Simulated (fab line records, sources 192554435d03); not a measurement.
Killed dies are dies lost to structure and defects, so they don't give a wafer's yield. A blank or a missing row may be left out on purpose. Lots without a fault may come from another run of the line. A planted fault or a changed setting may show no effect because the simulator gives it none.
fab line records | flow n5_finfet | part 1 of 2: steps 1 to 4 of 6
record lots=19 wafers=57 last_day=17
route steps=1938 shown BEOL_M0_SAQP@653 BEOL_M0_CUTY@711 BEOL_M0@718
lots that met no fault: from a run of the same line without faults
start_h: hours from the record's first day to the start of the lot's first wafer shown | wait_h: hours since the lot's step before | " the same as in the row above | L1.1+2: a row that stands for several wafers | - no value, or no start given | * or withheld: withheld | < > ~ a bound
route shown NAME@n: a module of which the file shows steps, and the number in the route of the first | usual: mean/standard deviation of fault-free wafers | same: alike in all rows | chamber/n: place in a boat | sites: the reading at each site | _std_site: their standard deviation | _edge_site: outer sites' mean less inner sites' | radius_mm: how far each site lies from the wafer's centre | mask NAME#n: copy n | behind: the tool/chamber that last shaped the wafer | hold: why the lot was held/for how many hours/how that ended | device: the transistor (n, p or np) that didn't switch | end of line: the same wafers' tests at the end of the route | a step without rows: its recipe alone | killed: dies lost to structure and defects at the first sort, not the wafer's yield | map: a wafer's dies, x killed, . not, _ none there
set.NAME: the setting as run; set.NAME@STEP: as run at that earlier step | model.NAME: the simulator's own value behind a step, which no gauge read
steps of the route over a sample of lots; a table a step, a row a wafer
services: from which hour (start_h, from the record's first day; less than 0 if before it) a tool's chamber was out of use, for how many hours, and why
## steps
# step N5_BEOL_M0_SAQP_ETCH_83
# recipe chemistry=CF4 target=SiARC target_depth_a=390 mask_material=CAR-ArF time_s=65 ion_energy_ev=80 pressure_mtorr=40 source_w=545 bias_w=36 Ar_flow_sccm=100 cf4_flow_sccm=100 ends=cleared
# usual chamber_pressure_mTorr=40.00/0.038 drypump_motor_current_A=5.7/0.45 etch_rf_on_time_s=64.8/1.5 mfc_ar_sccm=99.94/0.28 oes_product_au=0.68/0.082 rf_fwd_power_W=538.4/2.8 rf_vpp_V=184.0/1.4 showerhead_plenum_p_Torr=2.14/0.087 throttle_valve_pct=15.69/0.17
# columns lot.wafer tool chamber start_h wait_h chamber_pressure_mTorr drypump_motor_current_A etch_rf_on_time_s mfc_ar_sccm oes_product_au rf_fwd_power_W rf_hours_counter_h rf_vpp_V showerhead_plenum_p_Torr throttle_valve_pct
L074.3 rie_diel-04 2 127.11 0.0 39.99 6.1 63.9 100.17 0.77 529.8 21 185.1 2.28 15.80
L074.5 " 1 " " 39.99 5.2 65.9 100.39 0.60 539.2 - 183.4 2.11 15.73
L074.6 " 0 " " 39.93 4.8 66.1 100.22 0.58 537.0 - 180.8 2.02 15.84
L076.4 rie_diel-02 3 127.33 0.0 40.04 5.7 62.8 99.92 0.83 541.5 - 183.3 2.10 15.46
L076.5 " 0 " " 39.98 5.7 65.1 99.87 0.63 537.2 - 183.5 2.13 15.84
L076.6 " 2 " " 39.98 5.8 65.0 99.96 0.78 540.0 - 186.0 2.27 15.44
L077.2 rie_diel-02 2 133.94 0.0 40.01 5.8 64.6 100.15 0.77 539.7 19 186.1 2.27 15.44
L077.5 " 2 " " 39.98 5.9 65.3 100.30 0.78 537.9 - 184.8 2.27 15.44
L077.6 " 3 " " 39.93 5.7 62.5 100.11 0.84 542.1 - 183.2 2.10 15.45
L078.3 rie_diel-05 1 138.27 0.0 40.05 6.3 68.3 99.73 0.59 541.7 185 183.8 2.12 15.83
L078.4 " 3 " " 39.94 5.9 63.5 99.84 0.75 543.2 32 185.5 2.27 15.38
L078.6 " 0 " " 40.00 5.4 64.5 100.25 0.60 539.4 - 181.2 2.03 15.74
L079.2 rie_diel-05 1 141.73 0.0 39.93 6.3 69.0 100.25 0.59 539.9 186 184.6 2.12 15.84
L079.3 " 3 " " 40.02 5.9 64.1 99.38 0.75 540.1 33 185.7 2.27 15.37
L079.4 " 0 " " 39.99 5.4 64.8 100.12 0.60 539.3 215 181.9 2.03 15.74
L080.2 rie_diel-04 2 147.44 0.0 39.99 6.1 64.7 99.94 0.75 534.9 27 185.3 2.28 15.81
L080.5 " 1 " " 39.97 5.2 67.1 99.92 0.60 539.6 - 182.5 2.11 15.73
L080.6 " 3 " " 39.94 6.2 65.2 99.43 0.68 536.2 - 182.4 2.07 15.78
L081.1 rie_diel-05 0 154.18 0.0 40.00 5.4 64.8 99.34 0.59 538.6 218 182.9 2.03 15.73
L081.4 " 1 " " 40.02 6.3 67.2 100.27 0.59 538.2 190 183.0 2.12 15.85
L081.5 " 0 " " 40.04 5.4 64.4 99.47 0.60 539.2 - 181.2 2.03 15.74
L082.1 rie_diel-02 2 159.30 0.0 40.02 5.8 65.0 100.10 0.76 539.4 26 187.4 2.26 15.45
L082.3 " 0 " " 40.00 5.8 64.9 99.58 0.62 538.2 182 182.9 2.13 15.83
L082.4 " 1 " " 40.03 5.1 63.4 99.98 0.83 540.6 4 182.3 2.12 15.66
L083.3 rie_diel-04 2 165.77 0.0 40.01 6.1 64.2 99.49 0.74 532.8 34 185.0 2.28 15.83
L083.5 " 3 " " 39.94 6.2 65.0 100.05 0.67 541.9 - 183.1 2.07 15.78
L083.6 " 1 " " 39.96 5.2 67.2 100.36 0.60 539.5 - 184.4 2.11 15.75
L084.2 rie_diel-05 1 176.49 0.0 39.98 6.3 67.4 99.81 0.59 537.5 196 183.1 2.12 15.84
L084.3 " 3 " " 39.97 5.9 63.6 99.87 0.75 540.0 43 184.6 2.26 15.39
L084.5 " 1 " " 40.00 6.3 67.5 100.00 0.59 537.3 - 184.5 2.12 15.83
L086.1 rie_diel-04 0 190.42 0.0 39.95 4.8 63.7 99.95 0.80 536.0 7 186.4 2.27 15.35
L086.5 " 0 " " 40.02 4.8 64.8 99.55 0.79 537.6 - 186.5 2.27 15.35
L086.6 " 1 " " 40.03 5.2 67.5 100.00 0.59 542.7 - 184.4 2.11 15.76
L087.1 rie_diel-02 2 194.59 0.0 39.99 5.8 64.2 100.34 0.75 541.1 36 185.5 2.26 15.48
L087.3 " 0 " " 39.97 5.7 64.1 100.06 0.62 535.6 192 184.9 2.12 15.85
L087.6 " 1 " " 40.02 5.0 62.3 99.94 0.81 538.2 - 182.8 2.12 15.69
L088.1 rie_diel-04 2 199.45 0.0 40.03 6.1 64.9 99.99 0.73 532.9 43 184.7 2.27 15.84
L088.5 " 3 " " 39.98 6.2 64.4 99.50 0.67 538.1 - 185.4 2.06 15.81
L088.6 " 0 " " 40.10 4.8 63.8 100.27 0.79 538.5 - 185.0 2.27 15.36
L089.2 rie_diel-04 3 199.92 0.0 40.00 6.2 65.7 100.11 0.67 540.8 125 183.8 2.06 15.81
L089.5 " 2 " " 40.03 6.2 64.1 100.20 0.73 532.7 - 185.1 2.27 15.85
L089.6 " 1 " " 40.00 5.2 67.0 99.78 0.59 540.3 - 183.4 2.11 15.76
L090.1 rie_diel-05 0 205.53 0.0 40.03 5.4 64.2 100.59 0.60 539.8 231 183.9 2.02 15.78
L090.3 " 2 " " 39.99 5.5 63.4 99.79 0.69 538.2 95 184.3 2.08 15.66
L090.4 " 1 " " 40.00 6.3 67.5 100.09 0.59 539.2 203 183.1 2.12 15.86
L092.1 rie_diel-02 2 222.61 0.0 40.08 5.8 64.7 100.08 0.72 541.4 46 184.6 2.26 15.49
L092.4 " 1 " " 39.99 5.1 62.2 100.08 0.79 538.7 24 183.5 2.12 15.71
L092.6 " 3 " " 39.95 5.7 63.2 99.65 0.77 537.8 - 182.3 2.09 15.52
L093.1 rie_diel-04 0 224.84 0.0 40.03 4.8 62.9 99.72 0.77 535.0 20 185.2 2.26 15.38
L093.2 " 2 " " 39.93 6.2 64.4 100.19 0.72 533.2 53 185.6 2.27 15.85
L093.4 " 3 " " 40.04 6.2 65.2 99.79 0.66 538.2 135 185.5 2.06 15.82
L094.1 rie_diel-05 0 229.59 0.0 39.98 5.4 64.9 99.75 0.59 539.1 234 183.8 2.02 15.77
L094.5 " 2 " " 39.93 5.6 63.7 100.45 0.69 535.4 - 183.9 2.08 15.69
L094.6 " 3 " " 39.99 5.9 64.6 100.07 0.72 540.1 - 185.3 2.26 15.43
L095.3 rie_diel-04 0 232.20 0.0 39.94 4.8 63.1 99.20 0.76 534.3 22 186.0 2.26 15.37
L095.5 " 3 " " 39.96 6.2 65.0 99.75 0.66 537.8 - 182.4 2.06 15.83
L095.6 " 2 " " 39.99 6.1 64.3 99.91 0.72 533.4 - 185.8 2.27 15.88
# step N5_BEOL_M0_SAQP_MANDREL_ETCH_20
# recipe target_depth_a=600 chemistry=HBr/Cl2 target=a-Si stop_on=SiNx bt_time_s=10 mask_material=SOC over_etch_frac=0.5 time_s=30 pressure_mtorr=10 icp_w=800 bias_w=75 HBr_flow_sccm=150 Cl2_flow_sccm=80 ends=end_point
# usual chamber_pressure_mTorr=10.000/0.0091 drypump_motor_current_A=5.7/0.4 oes_product_au=0.772/0.0098 rf_fwd_power_W=796.2/2.4 throttle_valve_pct=35.69/0.27
# columns lot.wafer tool chamber start_h wait_h chamber_pressure_mTorr drypump_motor_current_A oes_product_au rf_fwd_power_W rf_hours_counter_h throttle_valve_pct
L074.3 rie_si-05 2 127.35 0.0 10.009 5.7 0.779 792.3 184 35.58
L074.5 " 3 " " 9.997 5.6 0.787 789.0 - 35.54
L074.6 " 2 " " 9.995 5.6 0.769 795.6 - 35.58
L076.4 rie_si-02 0 127.58 0.1 10.013 5.4 0.780 794.1 - 35.84
L076.5 " 1 " " 9.990 5.8 0.779 795.2 - 35.94
L076.6 " 2 " " 10.004 5.3 0.780 798.9 - 35.84
L077.2 rie_si-02 2 134.18 0.0 10.007 5.3 0.763 800.2 117 35.87
L077.5 " 1 " " 9.991 5.8 0.770 797.8 - 35.95
L077.6 " 0 " " 9.998 5.4 0.774 794.4 - 35.86
L078.3 rie_si-02 3 138.51 0.0 10.004 6.1 0.754 799.8 5 35.96
L078.4 " 0 " " 9.994 5.4 0.761 797.6 58 35.87
L078.6 " 3 " " 10.011 6.1 0.749 800.7 - 35.95
L079.2 rie_si-02 1 141.97 0.0 10.016 5.8 0.781 796.2 95 35.92
L079.3 " 2 " " 10.010 5.2 0.766 792.8 117 35.86
L079.4 " 3 " " 10.003 6.1 0.773 793.6 5 35.93
L080.2 rie_si-02 0 147.68 0.0 10.007 5.4 0.777 797.5 58 35.87
L080.5 " 1 " " 10.004 5.8 0.785 793.2 - 35.93
L080.6 " 2 " " 10.011 5.2 0.779 796.7 - 35.85
L081.1 rie_si-04 0 154.42 0.0 9.989 5.9 0.767 795.2 7 35.47
L081.4 " 1 " " 10.013 5.4 0.802 800.4 67 35.29
L081.5 " 0 " " 10.001 5.9 0.770 797.9 - 35.47
L082.1 rie_si-05 1 159.54 0.0 10.012 6.4 0.763 798.2 133 35.65
L082.3 " 0 " " 9.990 6.4 0.752 798.0 78 35.27
L082.4 " 2 " " 9.977 5.6 0.766 796.5 184 35.56
L083.3 rie_si-05 2 166.01 0.0 9.998 5.6 0.771 792.8 184 35.56
L083.5 " 3 " " 10.018 5.7 0.782 792.8 - 35.58
L083.6 " 2 " " 9.991 5.6 0.775 791.4 - 35.53
L084.2 rie_si-04 0 176.73 0.0 9.990 5.9 0.768 794.5 7 35.47
L084.3 " 1 " " 10.011 5.4 0.780 800.6 67 35.31
L084.5 " 0 " " 9.993 5.9 0.768 795.8 - 35.45
L086.1 rie_si-04 2 190.66 0.0 9.990 6.2 0.757 797.5 160 35.72
L086.5 " 2 " " 9.987 6.2 0.774 796.8 - 35.70
L086.6 " 1 " " 10.004 5.5 0.798 797.5 - 35.29
L087.1 rie_si-04 3 194.83 0.0 10.011 5.0 0.770 794.7 166 35.14
L087.3 " 1 " " 10.001 5.4 0.790 794.5 67 35.31
L087.6 " 3 " " 10.006 5.0 0.773 794.3 - 35.10
L088.1 rie_si-02 3 199.69 0.0 9.997 6.1 0.768 798.9 6 35.94
L088.5 " 0 " " 9.990 5.4 0.780 795.4 - 35.83
L088.6 " 1 " " 9.997 5.8 0.781 799.6 - 35.93
L089.2 rie_si-05 3 200.16 0.0 9.987 5.7 0.779 789.1 146 35.58
L089.5 " 1 " " 10.002 6.5 0.756 794.8 - 35.65
L089.6 " 0 " " 9.992 6.4 0.764 794.8 - 35.25
L090.1 rie_si-02 0 205.77 0.0 10.009 5.4 0.777 797.3 59 35.86
L090.3 " 1 " " 9.998 5.8 0.768 798.7 96 35.94
L090.4 " 2 " " 9.994 5.2 0.770 797.4 118 35.86
L092.1 rie_si-02 3 222.85 0.0 9.997 6.1 0.759 795.0 7 35.94
L092.4 " 1 " " 9.999 5.8 0.776 800.9 96 35.95
L092.6 " 1 " " 9.996 5.8 0.775 798.6 - 35.95
L093.1 rie_si-02 1 225.08 0.0 9.991 5.8 0.763 794.2 96 35.96
L093.2 " 0 " " 10.003 5.4 0.767 795.0 60 35.87
L093.4 " 2 " " 10.002 5.3 0.772 800.8 119 35.86
L094.1 rie_si-02 1 229.84 0.0 10.004 5.8 0.768 793.5 96 35.95
L094.5 " 3 " " 10.002 6.1 0.771 794.1 - 35.95
L094.6 " 0 " " 9.984 5.4 0.787 797.1 - 35.85
L095.3 rie_si-02 1 232.44 0.0 10.008 5.8 0.774 797.4 97 35.95
L095.5 " 0 " " 9.992 5.4 0.784 797.6 - 35.84
L095.6 " 1 " " 10.006 5.8 0.782 797.7 - 35.93
# step N5_BEOL_M0_SAQP_CD_MEAS_25
# recipe target_cd_nm=13.1 landing_energy_ev=1000 detector=se_inlens
# usual cd_nm=12.81/0.2
# columns lot.wafer tool chamber start_h wait_h cd_nm
L074.3 cd_sem-02 0 129.70 0.1 12.95
L074.5 " 0 " " 12.65
L074.6 " 0 " " 12.77
L076.4 cd_sem-02 0 129.92 0.1 12.81
L076.5 " 0 " " 12.91
L076.6 " 0 " " 12.77
L077.2 cd_sem-02 0 135.53 0.1 12.65
L077.5 " 0 " " 13.00
L077.6 " 0 " " 13.26
L078.3 cd_sem-02 0 139.88 0.1 13.00
L078.4 " 0 " " 12.78
L078.6 " 0 " " 12.86
L079.2 cd_sem-03 0 143.32 0.1 12.84
L079.3 " 0 " " 12.52
L079.4 " 0 " " 12.87
L080.2 cd_sem-02 0 148.97 0.1 12.77
L080.5 " 0 " " 12.79
L080.6 " 0 " " 12.54
L081.1 cd_sem-03 0 156.04 0.1 12.75
L081.4 " 0 " " 12.68
L081.5 " 0 " " 13.05
L082.1 cd_sem-03 0 160.94 0.1 12.96
L082.3 " 0 " " 12.49
L082.4 " 0 " " 12.51
L083.3 cd_sem-01 0 167.31 0.1 13.08
L083.5 " 0 " " 12.60
L083.6 " 0 " " 12.83
L084.2 cd_sem-02 0 178.02 0.1 12.83
L084.3 " 0 " " 12.97
L084.5 " 0 " " 12.56
L086.1 cd_sem-01 0 192.33 0.1 12.71
L086.5 " 0 " " 12.64
L086.6 " 0 " " 12.90
L087.1 cd_sem-03 0 196.12 0.1 12.61
L087.3 " 0 " " 13.21
L087.6 " 0 " " 12.36
L088.1 cd_sem-02 0 200.97 0.1 13.01
L088.5 " 0 " " 12.85
L088.6 " 0 " " 12.81
L089.2 cd_sem-02 0 201.45 0.1 12.59
L089.5 " 0 " " 13.13
L089.6 " 0 " " 12.62
L090.1 cd_sem-02 0 207.58 0.1 12.72
L090.3 " 0 " " 12.64
L090.4 " 0 " " 12.87
L092.1 cd_sem-03 0 224.35 0.1 12.74
L092.4 " 0 " " 13.07
L092.6 " 0 " " 12.69
L093.1 cd_sem-01 0 226.56 0.1 12.50
L093.2 " 0 " " 13.10
L093.4 " 0 " " 12.80
L094.1 cd_sem-02 0 231.41 0.1 12.90
L094.5 " 0 " " 12.92
L094.6 " 0 " " 12.21
L095.3 cd_sem-02 0 233.73 0.1 12.79
L095.5 " 0 " " 13.18
L095.6 " 0 " " 12.99
# step N5_BEOL_M0_SAQP_RECESS_104
# recipe chemistry=HF/NH3 target=SiO2 target_depth_a=180 afs_cycles=3 temp_c=30 sublimation_temp_c=180 sublimation_time_s=60
# usual drypump_motor_current_A=5.69/0.26
# columns lot.wafer tool chamber start_h wait_h drypump_motor_current_A
L074.3 vapor_etch-02 1 130.07 0.2 5.56
L074.5 " 0 " " 6.18
L074.6 " 1 " " 5.58
L076.4 vapor_etch-01 0 130.29 0.2 5.41
L076.5 " 0 " " 5.42
L076.6 " 1 " " 5.84
L077.2 vapor_etch-01 0 135.79 0.1 5.42
L077.5 " 0 " " 5.42
L077.6 " 1 " " 5.84
L078.3 vapor_etch-01 0 140.28 0.2 5.44
L078.4 " 1 " " 5.85
L078.6 " 0 " " 5.42
L079.2 vapor_etch-01 1 143.57 0.1 5.83
L079.3 " 1 " " 5.84
L079.4 " 0 " " 5.42
L080.2 vapor_etch-02 1 149.26 0.1 5.54
L080.5 " 0 " " 6.22
L080.6 " 1 " " 5.54
L081.1 vapor_etch-01 0 156.50 0.1 5.43
L081.4 " 1 " " 5.82
L081.5 " 0 " " 5.41
L082.1 vapor_etch-01 1 161.21 0.1 5.83
L082.3 " 1 " " 5.82
L082.4 " 0 " " 5.42
L083.3 vapor_etch-01 1 167.69 0.2 5.86
L083.5 " 1 " " 5.85
L083.6 " 0 " " 5.41
L084.2 vapor_etch-01 0 178.28 0.1 5.45
L084.3 " 0 " " 5.44
L084.5 " 1 " " 5.84
L086.1 vapor_etch-01 1 192.58 0.1 5.83
L086.5 " 0 " " 5.43
L086.6 " 1 " " 5.83
L087.1 vapor_etch-01 0 196.37 0.1 5.43
L087.3 " 1 " " 5.82
L087.6 " 0 " " 5.41
L088.1 vapor_etch-01 0 201.23 0.1 5.42
L088.5 " 1 " " 5.84
L088.6 " 0 " " 5.41
L089.2 vapor_etch-01 0 201.71 0.1 5.44
L089.5 " 0 " " 5.45
L089.6 " 1 " " 5.85
L090.1 vapor_etch-01 1 207.84 0.1 5.82
L090.3 " 1 " " 5.83
L090.4 " 0 " " 5.45
L092.1 vapor_etch-01 0 224.60 0.1 5.43
L092.4 " 0 " " 5.44
L092.6 " 0 " " 5.41
L093.1 vapor_etch-02 1 226.81 0.1 5.57
L093.2 " 0 " " 6.23
L093.4 " 0 " " 6.21
L094.1 vapor_etch-02 1 231.66 0.1 5.55
L094.5 " 0 " " 6.19
L094.6 " 1 " " 5.55
L095.3 vapor_etch-02 1 234.19 0.2 5.57
L095.5 " 0 " " 6.20
L095.6 " 1 " " 5.57
